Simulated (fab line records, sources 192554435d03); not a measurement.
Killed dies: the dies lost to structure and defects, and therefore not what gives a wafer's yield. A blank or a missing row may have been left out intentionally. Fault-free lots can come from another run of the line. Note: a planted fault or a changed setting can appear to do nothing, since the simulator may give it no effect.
Struck lot and sound lot, side by side ; flow n5 finfet ; 25 steps out of a route of 1938
Sound: these wafers, L933.3, L933.4, L933.5. The struck wafers were L947.1, L947.4, L947.6. Last of all comes the cause.
At each step with rows: each side's tool, then ch and its chambers, then its first start. Under that, the readings that differ: sound wafers ; struck wafers ; difference of the means ; sigmas: that difference in standard deviations of wafers without a fault.
alike: readings with means less than 2 such deviations apart, plus words and numbers identical on both sides. not compared: withheld readings, readings lacking a value on some wafer, bounds such as >300 that could conceal the same value, and numbers that have no deviation in the record and whose values overlap.
A row with sigmas, a row that says differs or no value, or rows on one side alone: a step with any of these is where the two part. Non-overlapping numbers with no deviation appear without sigmas and do not part them. A reading that every wafer of one side lacks parts them only if that side has two wafers or more.

first, 1 step without rows for these wafers: N5_DUMMY_REMOVAL_DUMMY_REMOVE_02 (chemistry TMAH, target poly-Si, stops on SiO2, target depth 142 nm, time 57 s, rinse time 30 s).
N5_DUMMY_REMOVAL_INSPECT_06: inspects for defects (brightfield).
  struck on defect inspect-02, day 8 04:59; sound on defect inspect-02, day 4 22:53
  alike: raw defect count
then, 4 steps without rows for these wafers: N5_DUMMY_REMOVAL_PRECLEAN_08 (cleans in NF3:NH3, afs cycles 2, time 20 s, sublimation time 60 s); N5_DUMMY_REMOVAL_PRECLEAN_04 (cleans in DHF, time 37 s); N5_DUMMY_REMOVAL_SRD_05 (time 30 s); N5_HKMG_FIN_IL_REGROW_00 (material SiO2, chemistry O3, target thk 0.75 nm, time 30 s).
N5_HKMG_FIN_HK_ALD_01: deposits HfO2, target thk 1.6 nm, pulse time 3 s, purge time 3 s.
  sound on ald hk-03 ch 0,2, day 4 23:14; struck on ald hk-03 ch 0,1,3, day 8 05:21
  alike: precursor pulse height rel
N5_HKMG_FIN_HK_ANNEAL_02: time 30 s.
  sound on rtp anneal-01 ch 0, day 4 23:30; struck on rtp anneal-02 ch 0, day 8 05:32
  alike: lamp power pct, lamp_zone_1_pct, wafer_temp_C_max
N5_HKMG_FIN_ALD_74: deposits La2O3, target thk 0.5 nm, pulse time 6 s, co reactant pulse time 1 s.
  sound on ald hk-01 ch 0,2,3, day 4 23:39; struck on ald hk-01 ch 0,1,3, day 8 05:45
  alike: heater power w, precursor pulse height rel
N5_HKMG_FIN_ALD_75: deposits Al2O3, target thk 1 nm, co reactant pulse time 1 s.
  sound on ald hk-01 ch 0,2,3, day 4 23:44; struck on ald hk-01 ch 0,1,3, day 8 05:50
  alike: heater power w, precursor pulse height rel
then, 2 steps without rows for these wafers: N5_HKMG_FIN_COAT_41 (time 60 s, resist thk 300 nm); N5_HKMG_FIN_COAT_42 (time 60 s, resist thk 35 nm).
N5_HKMG_FIN_COAT_43: resist thk 90 nm.
  sound on litho track-02 ch 0, day 4 23:50; struck on litho track-02 ch 0, day 8 05:56
reading;sound;struck;difference;sigmas
spin speed rpm (rpm);1499.4 1500.2 1500.4;1563.6 1563.9 1562.4;+63.3;+58
model.CAR-ArF_of_HKMG_FIN_COAT_43.thk nm (nm);89.4 89.4 89.6;88.4 88.2 88.2;-1.2;
  alike: dispense pressure kPa
then, 5 steps without rows for these wafers: N5_HKMG_FIN_EBR_45; N5_HKMG_FIN_SOFTBAKE_44 (time 60 s); N5_HKMG_FIN_EXPOSE_46 (exposes mask NDIPOLE); N5_HKMG_FIN_PEB_47 (peb time 60 s); N5_HKMG_FIN_DEVELOP_48 (develop time 30 s).
N5_HKMG_FIN_CD_MEAS_49: target cd 202 nm.
  sound on cd sem-01 ch 0, day 5 00:04; struck on cd sem-01 ch 0, day 8 06:10
  alike: cd nm
N5_HKMG_FIN_OVL_MEAS_50:
  sound on overlay-02 ch 0, day 5 00:06; struck on overlay-02 ch 0, day 8 06:12
  alike: NDIPOLE_OVL
N5_HKMG_FIN_INSPECT_61: inspects for defects (macro).
  struck on defect inspect-02, day 8 06:13; sound on defect inspect-02, day 5 00:07
  alike: raw defect count
N5_HKMG_FIN_DESCUM_53: chemistry O2, time 7.9 s.
  sound on rie diel-04 ch 1,2, day 5 00:10; struck on rie diel-06 ch 0,2, day 8 06:49
  alike: drypump motor current A, oes product au, rf vpp V, showerhead plenum p Torr, throttle valve pct
  not compared: rf hours counter h
N5_HKMG_FIN_ETCH_54: etches SiARC in CF4, target depth 45.5 nm, time 75.8 s.
  sound on rie diel-04 ch 1,2, day 5 00:11; struck on rie diel-06 ch 0,2, day 8 06:52
reading;sound;struck;difference;sigmas
model.CAR-ArF_of_HKMG_FIN_COAT_43.thk nm (nm);50.2 50.2 50.4;49.2 49 49.2;-1.1;
  alike: drypump motor current A, etch rf on time s, oes product au, rf vpp V, showerhead plenum p Torr, throttle valve pct
  not compared: rf hours counter h
then, 1 step without rows for these wafers: N5_HKMG_FIN_ETCH_55 (etches SOC in N2/H2, target depth 240 nm, time 300 s).
-- the record jumps here: 8 days lie between the struck wafers' starts before and after (it left off in module HKMG_FIN and takes up again in module PASSIVATION, whose first step shown is number 1936 of the route) --
N5_PASSIVATION_PROBE_49:
  struck on prober-02, day 16 18:14; sound on prober-01, day 14 13:17
  alike: killed_at_M0_to_M3, killed_at_M4_up, killed at contacts, killed at front end, killed at other, killed dies, killed open, killed short

## WHERE THEY PART
Only at N5_HKMG_FIN_COAT_43, as far as this record shows. Later steps at which nothing parts them and some readings are alike: N5_HKMG_FIN_CD_MEAS_49, N5_HKMG_FIN_OVL_MEAS_50, N5_HKMG_FIN_INSPECT_61, N5_HKMG_FIN_DESCUM_53, N5_HKMG_FIN_ETCH_54, N5_PASSIVATION_PROBE_49.

WHY: whatever the simulator had introduced
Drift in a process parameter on litho track-02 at N5_HKMG_FIN_COAT_43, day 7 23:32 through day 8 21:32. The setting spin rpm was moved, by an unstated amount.
